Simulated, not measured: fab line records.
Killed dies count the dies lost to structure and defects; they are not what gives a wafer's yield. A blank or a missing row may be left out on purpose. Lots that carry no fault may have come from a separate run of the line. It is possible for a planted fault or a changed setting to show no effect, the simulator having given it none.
Matching of chambers    flow n5-finfet    3 sister chambers for N5_BEOL_M9_DESCUM_16 on rie-diel-03
The step chemistry O2, time 7.9 s. 14 wafers are shown with their chamber, then 4 later ones without.

## WAFERS WITH THEIR CHAMBER
wafer   chamber  throttle-valve-pct (%)  drypump-motor-current-A (A)  oes-product-au (a.u.)
L074.3  3        20.48                   6.3                          0.80
L074.4  1        20.26                   5.8                          0.93
L074.5  1        20.26                   5.8                          0.93
L078.2  3        20.48                   6.3                          0.79
L078.3  1        20.28                   5.8                          0.92
L078.6  1        20.27                   5.8                          0.91
L082.1  3        20.49                   6.2                          0.79
L082.2  0        21.03                   5.4                          0.70
L082.6  0        21.03                   5.4                          0.70
L084.2  3        20.48                   6.3                          0.79
L084.4  0        21.04                   5.4                          0.69
L084.6  1        20.29                   5.8                          0.89
L091.1  0        21.05                   5.4                          0.69
L091.3  3        20.50                   6.3                          0.78

SIGNATURES, as means of the wafers listed above
reading                  chamber 0  chamber 1  chamber 3  scatter within a chamber
throttle-valve-pct       21.0375    20.2720    20.4860    0.0108
drypump-motor-current-A  5.400      5.800      6.280      0.027
oes-product-au           0.6950     0.9160     0.7900     0.0114
Rule: distance of a wafer from a chamber = root of the sum over the readings of ((wafer's reading minus chamber's mean) / reading's scatter) squared. If the next closest chamber is less than 2 further off than the closest, the wafer can't be placed; otherwise it belongs to the closest. The scatter: the root of (the sum of the squares of (reading less its chamber's mean) over the shown wafers, divided by (wafers less chambers)).

## WAFERS WHOSE CHAMBER IS MISSING
wafer   throttle-valve-pct (%)  drypump-motor-current-A (A)  oes-product-au (a.u.)
L091.6  20.30                   5.8                          0.88
L092.4  20.30                   5.8                          0.87
L095.2  20.52                   6.3                          0.76
L095.5  20.52                   6.3                          0.76

## WHICH CHAMBER EACH WENT THROUGH
wafer   from the rows above  in truth
L091.6  1                    1
L092.4  1                    1
L095.2  3                    3
L095.5  3                    3
Correctly placed: 4 of 4. Can't be placed from these rows: 0. 0 placed wrongly.
